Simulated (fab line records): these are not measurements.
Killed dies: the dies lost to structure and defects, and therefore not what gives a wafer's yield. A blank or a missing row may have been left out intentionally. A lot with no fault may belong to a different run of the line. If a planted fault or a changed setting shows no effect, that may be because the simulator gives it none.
Which tool did it? | flow n5_finfet | 10 lots with 30 wafers sampled at 2 steps, on a route of 1938 steps

WHAT THE GAUGES READ, wafer by wafer
N5_WELL_APT_INSPECT_38: inspects for defects (darkfield).
lot  | measured    | on                | raw_defect_count
L160 | day 1 17:16 | defect_inspect-02 | 20 10 15
L166 | day 3 04:59 | defect_inspect-01 | 4 13 14
L168 | day 3 17:19 | defect_inspect-02 | 16 12 13
L173 | day 4 23:00 | defect_inspect-01 | 36 53 72
L174 | day 5 04:52 | defect_inspect-02 | 68 68 80
L178 | day 6 04:56 | defect_inspect-01 | 13 8 6
L179 | day 6 11:10 | defect_inspect-01 | 7 9 10
L180 | day 6 17:29 | defect_inspect-01 | 18 21 11
L181 | day 6 23:10 | defect_inspect-02 | 12 15 10
L182 | day 7 04:59 | defect_inspect-02 | 14 17 22

TOOL THAT RAN EACH LOT (tool first, then ch and the chambers of the sampled wafers, then the start)
lot  | N5_WELL_APT_OXIDE_STRIP_42
L160 | wet_bench-01 ch 2,3,4, day 1 16:32
L166 | wet_bench-03 ch 2,6,7, day 3 04:03
L168 | wet_bench-05 ch 1,2,3, day 3 16:20
L173 | wet_bench-05 ch 2,3,6, day 4 22:16
L174 | wet_bench-05 ch 0,4,7, day 5 03:55
L178 | wet_bench-05 ch 1,4,7, day 6 03:56
L179 | wet_bench-03 ch 0,3,5, day 6 10:14
L180 | wet_bench-03 ch 1,4,5, day 6 16:42
L181 | wet_bench-05 ch 0,2,3, day 6 22:26
L182 | wet_bench-01 ch 1,6,7, day 7 04:15
- N5_WELL_APT_OXIDE_STRIP_42: strips SiO2 in dHF, time 45 s, target depth 12 nm.

THE ANSWER, worked out from the rows above alone
Rule: usual is defined by the lots themselves. Put in order of their means at a reading, lots are off if they are a third of the lots or fewer, leave a main group of 4 or more, and stand apart from it by a gap of 3 or more times the standard deviation of the main group's means; of several such gaps the widest counts. The tables above print the reading to a certain number of digits; a main group whose means all agree to those digits is not used. Also off: a lot with no number at a reading for which 4 or more lots have one. Where the step has rows for the other lots, those lots are counted as sound.
Off: L173, L174, at N5_WELL_APT_INSPECT_38 (raw_defect_count). The main group: mean 13, standard deviation 3.2.
If a tool, at a process step before that reading, ran all the lots that are off and no sound lot after the first of them, it fits. Those tools and the gauges at N5_WELL_APT_INSPECT_38 are tried in the same way. None of those tried fits.

WHAT THE SIMULATOR HAD INSERTED
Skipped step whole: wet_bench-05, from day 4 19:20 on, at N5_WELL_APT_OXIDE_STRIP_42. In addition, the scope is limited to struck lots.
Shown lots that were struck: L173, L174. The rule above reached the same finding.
